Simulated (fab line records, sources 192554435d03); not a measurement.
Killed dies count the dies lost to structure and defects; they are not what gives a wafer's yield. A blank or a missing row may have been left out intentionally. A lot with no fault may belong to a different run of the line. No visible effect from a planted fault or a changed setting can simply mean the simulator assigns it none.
fab line records	flow n5-finfet	part 1 of 2: steps 1 to 4 of 6
[record] lots = 20	wafers = 60	last-day = 18
route steps=1938 shown BEOL_M6@1230 BEOL_M7@1278
lots untouched by any fault: they come from a run of this same line in which no faults occurred
start-h: hours from the record's first day to the start of the lot's first wafer shown	wait-h: hours since the lot's step before	" same as the row above	L1.1+2: several wafers, shown together as one row	- either no value or no given start	* or withheld: withheld	< > ~ a bound
route shown NAME@n: NAME is a module with steps in the file, n the number in the route of the first one	usual: mean and standard deviation over wafers with no fault	same: alike in all rows	chamber/n: place in a boat	sites: the reading at each site	_std_site: how widely they spread, as a standard deviation	_edge_site: the outer-site mean with the inner-site mean subtracted	radius-mm: how far each site lies from the wafer's centre	mask NAME#n: copy n	behind: the tool/chamber that last shaped the wafer	hold: what put the lot on hold/how long, in hours/how the hold closed	device: which transistor (n, p or np) failed to switch	end of line: the route-end tests of the same wafers	a step without rows: its recipe alone	killed: dies lost to structure and defects at the first sort, not the wafer's yield	map: the dies of a wafer, with x for killed, . for not killed, _ for no die there
set.NAME: setting as actually run; set.NAME@STEP: the setting as run at that earlier step	model.NAME: the simulator's own value behind a step, which no gauge read
the route's steps for a sample of lots (tables are steps, rows are wafers)
services: from which hour (start-h, from the record's first day; less than 0 if before it) a tool's chamber was out of use, for how many hours, and why
[[steps]]
[step N5_BEOL_M6_DESCUM_33]
[recipe] chemistry = O2	time-s = 7	source-power-w = 50	bias-power-w = 20	pressure-mtorr = 20	rf-frequency-hz = 2.712e+07	temp-c = 40	resist = CAR-EUV	o2-flow-sccm = 225
[usual] chamber-pressure-mTorr = 20.001/0.017	drypump-motor-current-A = 5.7/0.41	oes-product-au = 0.83/0.086	rf-vpp-V = 243.7/1.2	showerhead-plenum-p-Torr = 2.13/0.058	throttle-valve-pct = 20.38/0.2
lot.wafer	tool	chamber	start-h	wait-h	chamber-pressure-mTorr	drypump-motor-current-A	oes-product-au	rf-hours-counter-h	rf-vpp-V	showerhead-plenum-p-Torr	throttle-valve-pct
L074.3	rie-diel-04	3	179.42	0.0	20.020	5.3	0.73	231	241.7	2.06	20.66
L074.4	"	2	"	"	19.999	5.8	0.82	107	245.4	2.21	20.56
L074.6	"	3	"	"	19.990	5.3	0.72	-	242.3	2.06	20.64
L077.2	rie-diel-04	2	195.76	0.6	19.996	5.8	0.82	113	244.7	2.21	20.57
L077.5	"	2	"	"	20.008	5.8	0.83	-	244.0	2.21	20.56
L077.6	"	3	"	"	19.992	5.4	0.72	-	242.4	2.06	20.65
L076.2	rie-diel-06	3	214.17	0.0	19.989	5.7	0.87	33	242.9	2.12	20.02
L076.3	"	2	"	"	20.034	6.4	0.91	26	243.9	2.15	20.37
L076.4	"	1	"	"	19.987	6.5	0.96	13	244.2	2.14	20.01
L079.3	rie-diel-06	3	216.27	0.0	19.986	5.7	0.88	34	244.9	2.11	20.03
L079.4	"	0	"	"	19.978	5.3	0.67	222	238.6	1.98	20.48
L079.6	"	0	"	"	20.006	5.3	0.67	-	243.1	1.98	20.50
L081.2	rie-diel-04	1	218.47	0.0	20.050	5.4	0.70	246	244.1	2.15	20.56
L081.3	"	3	"	"	19.995	5.3	0.71	244	243.7	2.06	20.68
L081.5	"	0	"	"	20.013	5.3	0.94	-	243.2	2.16	20.36
L082.3	rie-diel-05	1	249.03	0.0	19.983	6.1	0.87	56	243.8	2.14	20.20
L082.4	"	0	"	"	20.029	5.4	0.87	-	243.2	2.05	20.45
L082.6	"	2	"	"	19.994	5.7	0.74	-	245.7	2.18	20.44
L078.1	rie-diel-05	0	254.30	0.0	19.983	5.3	0.87	36	241.8	2.05	20.46
L078.4	"	0	"	"	20.019	5.3	0.86	-	243.3	2.05	20.46
L078.5	"	2	"	"	20.017	5.7	0.74	-	243.6	2.18	20.46
L083.4	rie-diel-05	0	258.77	0.1	20.035	5.4	0.87	-	240.5	2.05	20.45
L083.5	"	2	"	"	19.993	5.7	0.75	-	245.4	2.18	20.47
L083.6	"	1	"	"	19.989	6.1	0.86	-	243.1	2.14	20.22
L084.2	rie-diel-04	2	262.35	0.2	19.994	5.8	0.79	140	245.0	2.20	20.60
L084.4	"	2	"	"	19.992	5.8	0.78	-	245.7	2.20	20.60
L084.6	"	0	"	"	19.983	5.3	0.88	-	243.1	2.15	20.38
L086.2	rie-diel-04	2	273.14	0.0	20.007	5.8	0.78	145	243.8	2.19	20.61
L086.5	"	1	"	"	19.999	5.4	0.96	-	244.6	2.14	20.24
L086.6	"	0	"	"	19.938	5.3	0.87	-	243.8	2.15	20.41
L085.1	rie-diel-04	0	273.77	0.4	19.996	5.3	0.87	27	243.5	2.15	20.42
L085.2	"	1	"	"	19.998	5.4	0.96	9	244.5	2.14	20.25
L085.6	"	1	"	"	20.015	5.4	0.95	-	243.4	2.14	20.24
L088.1	rie-diel-06	0	284.19	0.5	20.017	5.4	0.66	245	240.9	1.97	20.54
L088.2	"	1	"	"	20.004	6.5	0.89	35	244.4	2.13	20.08
L088.3	"	3	"	"	20.000	5.7	0.85	57	243.7	2.11	20.06
L087.2	rie-diel-05	1	293.91	0.0	19.998	6.1	0.84	76	244.1	2.13	20.25
L087.3	"	2	"	"	20.004	5.7	0.74	166	243.3	2.18	20.49
L087.6	"	2	"	"	20.002	5.7	0.73	-	245.4	2.18	20.49
L089.2	rie-diel-05	0	300.79	0.0	20.043	5.3	0.84	58	242.8	2.04	20.49
L089.4	"	0	"	"	19.993	5.4	0.84	-	241.3	2.05	20.49
L089.6	"	2	"	"	20.024	5.7	0.74	-	245.7	2.18	20.47
L091.1	rie-diel-04	0	316.18	0.1	19.997	5.4	0.85	43	243.9	2.14	20.42
L091.2	"	2	"	"	20.011	5.8	0.77	160	244.9	2.19	20.66
L091.4	"	3	"	"	19.990	5.3	0.93	14	243.5	2.05	20.43
L092.1	rie-diel-06	3	320.85	0.4	20.004	5.7	0.82	70	245.0	2.10	20.08
L092.3	"	2	"	"	19.976	6.4	0.84	61	245.6	2.14	20.42
L092.4	"	1	"	"	20.010	6.5	0.87	48	244.2	2.13	20.07
L093.1	rie-diel-04	2	331.11	0.5	20.003	5.9	0.76	165	243.8	2.19	20.63
L093.5	"	1	"	"	20.014	5.4	0.92	-	244.4	2.14	20.28
L093.6	"	2	"	"	19.993	5.9	0.77	-	243.5	2.19	20.64
L097.2	rie-diel-06	0	334.68	0.0	19.991	5.3	1.00	4	244.6	2.23	20.24
L097.4	"	3	"	"	19.989	5.7	0.82	73	243.4	2.10	20.09
L097.5	"	1	"	"	19.990	6.5	0.87	-	244.8	2.13	20.10
L094.2	rie-diel-04	1	334.73	0.0	20.002	5.4	0.92	30	243.7	2.14	20.29
L094.3	"	3	"	"	19.975	5.3	0.91	20	242.4	2.05	20.43
L094.5	"	1	"	"	19.990	5.4	0.91	-	243.9	2.14	20.28
L096.4	rie-diel-04	3	342.69	0.0	20.005	5.4	0.91	-	241.3	2.04	20.44
L096.5	"	2	"	"	19.991	5.8	0.77	-	244.5	2.19	20.64
L096.6	"	1	"	"	19.992	5.4	0.90	-	244.4	2.14	20.29
[step N5_BEOL_M6_ETCH_66]
[recipe] chemistry = N2/H2	target = SOC	target-depth-a = 800	overetch-a = 160	mask-material = SiARC	temp-c = 40	time-s = 120	ion-energy-ev = 200	pressure-mtorr = 30	source-w = 840	bias-w = 150	n2-flow-sccm = 200	h2-flow-sccm = 200
[usual] chamber-pressure-mTorr = 29.999/0.027	drypump-motor-current-A = 5.7/0.41	oes-product-au = 0.64/0.063	rf-vpp-V = 524.9/1.9	showerhead-plenum-p-Torr = 2.58/0.068	throttle-valve-pct = 17.72/0.24
lot.wafer	tool	chamber	start-h	wait-h	chamber-pressure-mTorr	drypump-motor-current-A	oes-product-au	rf-hours-counter-h	rf-vpp-V	showerhead-plenum-p-Torr	throttle-valve-pct
L074.3	rie-diel-04	3	179.50	0.0	29.969	5.3	0.54	231	523.1	2.50	17.98
L074.4	"	2	"	"	29.973	5.9	0.62	107	527.0	2.66	17.74
L074.6	"	3	"	"	29.950	5.4	0.55	-	522.5	2.50	17.97
L077.2	rie-diel-04	2	195.84	0.0	30.004	5.9	0.62	113	527.4	2.65	17.74
L077.5	"	2	"	"	29.990	5.8	0.61	-	528.6	2.65	17.74
L077.6	"	3	"	"	29.983	5.4	0.54	-	523.0	2.50	17.99
L076.2	rie-diel-06	3	214.25	0.0	30.009	5.7	0.66	33	524.5	2.60	17.49
L076.3	"	2	"	"	30.012	6.4	0.71	26	525.5	2.58	17.43
L076.4	"	1	"	"	30.013	6.5	0.72	13	524.3	2.59	17.31
L079.3	rie-diel-06	3	216.35	0.0	30.003	5.7	0.65	34	525.5	2.60	17.52
L079.4	"	0	"	"	30.014	5.3	0.53	222	521.1	2.39	17.81
L079.6	"	0	"	"	30.009	5.3	0.52	-	520.7	2.39	17.80
L081.2	rie-diel-04	1	218.55	0.0	29.987	5.4	0.54	246	525.8	2.63	18.22
L081.3	"	3	"	"	30.038	5.3	0.54	244	523.0	2.49	17.98
L081.5	"	0	"	"	29.989	5.3	0.74	-	526.2	2.59	17.56
L082.3	rie-diel-05	1	249.11	0.0	30.014	6.1	0.64	56	525.1	2.58	17.43
L082.4	"	0	"	"	29.918	5.3	0.68	-	521.8	2.51	17.89
L082.6	"	2	"	"	29.968	5.7	0.57	-	526.4	2.67	18.04
L078.1	rie-diel-05	0	254.38	0.0	30.001	5.3	0.67	36	522.1	2.51	17.90
L078.4	"	0	"	"	30.042	5.3	0.67	-	523.4	2.51	17.90
L078.5	"	2	"	"	30.018	5.7	0.57	-	524.7	2.67	18.01
L083.4	rie-diel-05	0	258.87	0.0	30.028	5.4	0.66	-	520.5	2.50	17.89
L083.5	"	2	"	"	29.968	5.7	0.57	-	525.9	2.67	18.02
L083.6	"	1	"	"	30.021	6.1	0.64	-	525.1	2.58	17.46
L084.2	rie-diel-04	2	262.43	0.0	29.974	5.9	0.60	140	527.3	2.64	17.78
L084.4	"	2	"	"	30.020	5.9	0.60	-	527.6	2.64	17.79
L084.6	"	0	"	"	30.003	5.3	0.69	-	525.5	2.58	17.60
L086.2	rie-diel-04	2	273.22	0.0	30.034	5.8	0.59	145	527.3	2.64	17.80
L086.5	"	1	"	"	30.064	5.4	0.72	-	526.6	2.62	17.86
L086.6	"	0	"	"	30.030	5.3	0.68	-	525.4	2.58	17.62
L085.1	rie-diel-04	0	273.85	0.0	29.996	5.3	0.68	27	525.7	2.58	17.61
L085.2	"	1	"	"	29.983	5.4	0.71	9	524.7	2.62	17.86
L085.6	"	1	"	"	30.005	5.4	0.72	-	525.4	2.62	17.86
L088.1	rie-diel-06	0	284.27	0.0	30.039	5.4	0.52	245	519.6	2.38	17.83
L088.2	"	1	"	"	29.979	6.5	0.68	35	525.5	2.58	17.35
L088.3	"	3	"	"	30.008	5.7	0.63	57	524.8	2.59	17.55
L087.2	rie-diel-05	1	293.99	0.0	29.985	6.1	0.63	76	523.0	2.57	17.48
L087.3	"	2	"	"	30.012	5.7	0.56	167	528.2	2.66	18.06
L087.6	"	2	"	"	30.031	5.7	0.56	-	526.4	2.66	18.05
L089.2	rie-diel-05	0	300.87	0.0	29.990	5.4	0.64	58	522.5	2.50	17.93
L089.4	"	0	"	"	30.047	5.4	0.65	-	521.4	2.50	17.92
L089.6	"	2	"	"	30.018	5.6	0.56	-	525.3	2.66	18.06
L091.1	rie-diel-04	0	316.26	0.0	30.004	5.3	0.66	43	523.9	2.57	17.64
L091.2	"	2	"	"	29.970	5.8	0.59	160	526.5	2.63	17.83
L091.4	"	3	"	"	29.960	5.3	0.69	14	524.3	2.48	17.65
L092.1	rie-diel-06	3	320.93	0.0	30.026	5.7	0.63	70	524.7	2.58	17.57
L092.3	"	2	"	"	29.966	6.4	0.66	61	524.0	2.56	17.48
L092.4	"	1	"	"	29.989	6.5	0.67	48	526.2	2.57	17.38
L093.1	rie-diel-04	2	331.19	0.0	29.976	5.9	0.59	165	525.9	2.63	17.83
L093.5	"	1	"	"	29.989	5.4	0.68	-	524.9	2.61	17.90
L093.6	"	2	"	"	29.941	5.9	0.58	-	526.0	2.63	17.84
L097.2	rie-diel-06	0	334.76	0.0	29.987	5.4	0.75	4	528.0	2.70	17.47
L097.4	"	3	"	"	30.040	5.7	0.62	73	524.1	2.58	17.58
L097.5	"	1	"	"	30.004	6.5	0.66	-	525.2	2.57	17.37
L094.2	rie-diel-04	1	334.80	0.0	30.019	5.4	0.67	30	525.5	2.61	17.91
L094.3	"	3	"	"	30.011	5.4	0.68	20	522.7	2.48	17.67
L094.5	"	1	"	"	30.017	5.4	0.68	-	524.9	2.61	17.89
L096.4	rie-diel-04	3	342.80	0.0	29.975	5.4	0.68	-	523.6	2.48	17.71
L096.5	"	2	"	"	30.031	5.9	0.58	-	525.7	2.63	17.83
L096.6	"	1	"	"	30.038	5.4	0.67	-	525.1	2.61	17.91
[step N5_BEOL_M6_DEP_56]
[recipe] material = SiCN	target-thk-a = 100	temp-c = withheld	precursor = 3MS/NH3	pressure-torr = 3	rf-w = 202	time-s = 17.5
[usual] showerhead-plenum-p-Torr = 3.669/0.016	showerhead-vpp-V = 850/36	throttle-valve-pct = 8.89/0.29
lot.wafer	tool	chamber	start-h	wait-h	showerhead-plenum-p-Torr	showerhead-vpp-V	throttle-valve-pct
L074.3	pecvd-03	2	183.37	0.0	3.672	830	9.19
L074.4	"	1	"	"	3.634	885	9.51
L074.6	"	0	"	"	3.667	847	9.12
L077.2	pecvd-03	2	199.23	0.0	3.662	839	8.82
L077.5	"	0	"	"	3.675	849	9.04
L077.6	"	2	"	"	3.657	821	9.42
L076.2	pecvd-01	1	217.93	0.0	3.682	887	8.51
L076.3	"	2	"	"	3.676	811	8.95
L076.4	"	2	"	"	3.660	816	8.69
L079.3	pecvd-01	2	219.82	0.0	3.666	810	9.13
L079.4	"	0	"	"	3.690	796	8.65
L079.6	"	1	"	"	3.687	883	8.69
L081.2	pecvd-03	1	221.23	0.0	3.646	871	9.24
L081.3	"	0	"	"	3.664	847	8.85
L081.5	"	1	"	"	3.643	872	9.35
L082.3	pecvd-03	2	251.84	0.0	3.659	831	8.48
L082.4	"	0	"	"	3.674	870	9.09
L082.6	"	1	"	"	3.634	871	9.14
L078.1	pecvd-01	1	257.22	0.0	3.689	896	8.28
L078.4	"	1	"	"	3.684	867	8.37
L078.5	"	0	"	"	3.681	804	8.81
L083.4	pecvd-02	0	261.95	0.0	3.677	919	9.23
L083.5	"	1	"	"	3.677	906	8.69
L083.6	"	2	"	"	3.680	904	8.81
L084.2	pecvd-03	0	265.10	0.0	3.662	852	8.98
L084.4	"	0	"	"	3.664	852	9.22
L084.6	"	2	"	"	3.667	837	8.79
L086.2	pecvd-03	0	275.95	0.0	3.667	839	8.82
L086.5	"	2	"	"	3.667	828	8.92
L086.6	"	1	"	"	3.631	879	9.36
L085.1	pecvd-02	2	276.92	0.0	3.665	892	8.84
L085.2	"	1	"	"	3.678	897	9.14
L085.6	"	2	"	"	3.669	906	8.89
L088.1	pecvd-03	2	287.77	0.0	3.662	814	8.62
L088.2	"	0	"	"	3.675	845	8.97
L088.3	"	1	"	"	3.641	885	9.51
L087.2	pecvd-03	2	296.82	0.0	3.663	840	8.67
L087.3	"	1	"	"	3.635	864	9.52
L087.6	"	1	"	"	3.638	878	9.16
L089.2	pecvd-01	0	303.80	0.0	3.682	815	8.99
L089.4	"	2	"	"	3.664	815	8.63
L089.6	"	1	"	"	3.689	881	8.53
L091.1	pecvd-01	1	322.46	0.0	3.693	875	8.68
L091.2	"	2	"	"	3.676	821	8.75
L091.4	"	2	"	"	3.669	819	8.68
L092.1	pecvd-01	1	326.52	0.0	3.681	877	8.86
L092.3	"	0	"	"	3.683	795	9.01
L092.4	"	0	"	"	3.676	806	8.67
L093.1	pecvd-03	0	335.75	0.0	3.661	851	9.08
L093.5	"	2	"	"	3.664	835	8.85
L093.6	"	1	"	"	3.637	877	9.46
L097.2	pecvd-01	1	337.78	0.0	3.690	877	8.59
L097.4	"	0	"	"	3.679	798	8.74
L097.5	"	2	"	"	3.668	811	9.02
L094.2	pecvd-02	1	338.10	0.0	3.682	895	8.89
L094.3	"	1	"	"	3.681	900	8.88
L094.5	"	1	"	"	3.683	892	8.99
L096.4	pecvd-01	0	345.41	0.0	3.683	813	8.61
L096.5	"	1	"	"	3.679	869	8.78
L096.6	"	2	"	"	3.676	813	8.94
[step N5_BEOL_M7_INSPECT_13]
[recipe] mode = adi	inspect-instrument = brightfield
[usual] raw-defect-count = 391/81
lot.wafer	tool	chamber	start-h	wait-h	raw-defect-count
L074.3	defect-inspect-01	-	185.82	0.0	456
L074.4	"	-	"	"	560
L074.6	"	-	"	"	578
L077.2	defect-inspect-02	-	202.65	0.0	387
L077.5	"	-	"	"	462
L077.6	"	-	"	"	475
L076.2	defect-inspect-01	-	220.17	0.0	371
L076.3	"	-	"	"	394
L076.4	"	-	"	"	487
L081.2	defect-inspect-02	-	224.70	0.0	375
L081.3	"	-	"	"	332
L081.5	"	-	"	"	326
L079.3	defect-inspect-01	-	225.04	0.0	247
L079.4	"	-	"	"	237
L079.6	"	-	"	"	259
L082.3	defect-inspect-02	-	255.77	0.0	454
L082.4	"	-	"	"	372
L082.6	"	-	"	"	493
L078.1	defect-inspect-01	-	259.60	0.0	325
L078.4	"	-	"	"	297
L078.5	"	-	"	"	258
L083.4	defect-inspect-02	-	263.79	0.0	294
L083.5	"	-	"	"	387
L083.6	"	-	"	"	299
L084.2	defect-inspect-02	-	268.82	0.0	394
L084.4	"	-	"	"	408
L084.6	"	-	"	"	480
L086.2	defect-inspect-01	-	278.95	0.0	472
L086.5	"	-	"	"	259
L086.6	"	-	"	"	431
L085.1	defect-inspect-01	-	279.15	0.0	349
L085.2	"	-	"	"	433
L085.6	"	-	"	"	422
L088.1	defect-inspect-02	-	290.31	0.0	344
L088.2	"	-	"	"	404
L088.3	"	-	"	"	354
L087.2	defect-inspect-02	-	299.25	0.0	408
L087.3	"	-	"	"	357
L087.6	"	-	"	"	314
L089.2	defect-inspect-02	-	305.27	0.0	543
L089.4	"	-	"	"	419
L089.6	"	-	"	"	411
L091.1	defect-inspect-02	-	325.25	0.0	259
L091.2	"	-	"	"	379
L091.4	"	-	"	"	434
L092.1	defect-inspect-01	-	331.76	0.0	495
L092.3	"	-	"	"	376
L092.4	"	-	"	"	402
L093.1	defect-inspect-02	-	337.34	0.0	277
L093.5	"	-	"	"	307
L093.6	"	-	"	"	348
L097.2	defect-inspect-01	-	340.84	0.0	293
L097.4	"	-	"	"	425
L097.5	"	-	"	"	348
L094.2	defect-inspect-02	-	341.01	0.0	347
L094.3	"	-	"	"	424
L094.5	"	-	"	"	409
L096.4	defect-inspect-01	-	347.42	0.0	316
L096.5	"	-	"	"	364
L096.6	"	-	"	"	404
